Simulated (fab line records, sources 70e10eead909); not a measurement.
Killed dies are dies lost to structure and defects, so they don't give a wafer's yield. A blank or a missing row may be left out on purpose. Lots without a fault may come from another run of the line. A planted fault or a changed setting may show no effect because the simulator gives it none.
Which tool did it? | flow nand_harc | 6 lots, 18 wafers sampled, at 2 steps of a route of 1302

WHAT THE GAUGES READ, wafer by wafer
NHARC_P_BONDPAD_THK_MEAS_33: measures by ellipsometry.
lot  | measured     | on            | thk_nm (nm)
L175 | day 8 13:52  | film_metro-01 | 200.9 200.5 202.2
L177 | day 9 11:32  | film_metro-02 | 200.3 201.1 202.2
L180 | day 10 17:39 | film_metro-02 | 199.3 200.6 199.0
L187 | day 13 11:10 | film_metro-02 | 199.5 199.7 197.4
L190 | day 14 22:33 | film_metro-01 | 197.0 200.1 197.8
L192 | day 15 15:30 | film_metro-02 | 202.2 198.0 202.1

WHICH TOOL RAN EACH LOT (tool, then ch and the chambers of the sampled wafers, then the start)
lot  | NHARC_P_M2_DEP_33
L175 | pecvd-04 ch 0,2, day 8 12:47
L177 | pecvd-03 ch 1,2, day 9 10:30
L180 | pecvd-04 ch 0,1, day 10 16:37
L187 | pecvd-04 ch 1,2, day 13 10:10
L190 | pecvd-04 ch 1,2, day 14 21:29
L192 | pecvd-02 ch 0,1, day 15 14:26
- NHARC_P_M2_DEP_33: deposits SiCN, target thk 30 nm.

THE ANSWER, worked out from the rows above alone
Rule: what is usual is taken from the lots themselves. Put in order of their means at a reading, lots are off if they are a third of the lots or fewer, leave a main group of 4 or more, and stand apart from it by a gap of 3 or more times the standard deviation of the main group's means; of several such gaps the widest counts. A main group whose means are all the same, to the digits that the tables above print for the reading, isn't used. A lot without any number at a reading at which 4 lots or more have one is off too. The other lots that the step has rows for count as sound.
No lot is off at any reading shown: from this, nothing can be told.

WHAT THE SIMULATOR HAD PUT IN
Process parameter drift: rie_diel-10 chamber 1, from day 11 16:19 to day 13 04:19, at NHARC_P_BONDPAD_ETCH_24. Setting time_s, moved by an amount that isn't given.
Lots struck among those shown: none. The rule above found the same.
